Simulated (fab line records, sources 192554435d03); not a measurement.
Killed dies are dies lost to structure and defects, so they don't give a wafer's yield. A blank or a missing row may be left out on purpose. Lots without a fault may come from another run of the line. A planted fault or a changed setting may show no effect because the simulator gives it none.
Chamber matching | flow n5_finfet | N5_DUMMY_GATE_TRIM_49 on rie_si-04: 4 sister chambers
The step chemistry O2, time 29 s, target cd 14 nm. 4 wafers are shown with their chamber, then 10 later ones without.

WAFERS WITH THEIR CHAMBER
wafer  | chamber | throttle_valve_pct (%)
L087.1 | 1       | 8.34
L087.5 | 0       | 8.11
L089.2 | 2       | 8.20
L089.3 | 3       | 8.27

WAFERS WITHOUT THEIR CHAMBER
wafer  | throttle_valve_pct (%)
L089.5 | 8.23
L091.2 | 8.21
L091.5 | 8.22
L091.6 | 8.11
L092.1 | 8.34
L092.2 | 8.22
L092.5 | 8.11
L097.1 | 8.35
L097.3 | 8.22
L097.6 | 8.22

WHICH CHAMBER EACH WENT THROUGH
wafer  | from the rows above     | in truth
L089.5 | can't be placed: 2 or 3 | 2
L091.2 | 2                       | 2
L091.5 | can't be placed: 2 or 3 | 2
L091.6 | 0                       | 0
L092.1 | 1                       | 1
L092.2 | can't be placed: 2 or 3 | 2
L092.5 | 0                       | 0
L097.1 | 1                       | 1
L097.3 | can't be placed: 2 or 3 | 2
L097.6 | can't be placed: 2 or 3 | 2
Placed correctly: 5 of 10. Can't be placed from these rows: 5 (the true chamber is among the candidates in 5). Placed wrongly: 0.
How it was worked out, from the rows above alone: a wafer's distance from a chamber is the root of the sum, over the readings, of the square of ((its reading less the chamber's mean) divided by the reading's scatter). The wafer belongs to the nearest chamber; if the next one is less than 2 further off, it can't be placed. A chamber's mean is the mean of its shown wafers. The scatter: with one shown wafer a chamber, the root of the mean of the squares of how far each hidden wafer lies from its nearest shown one.
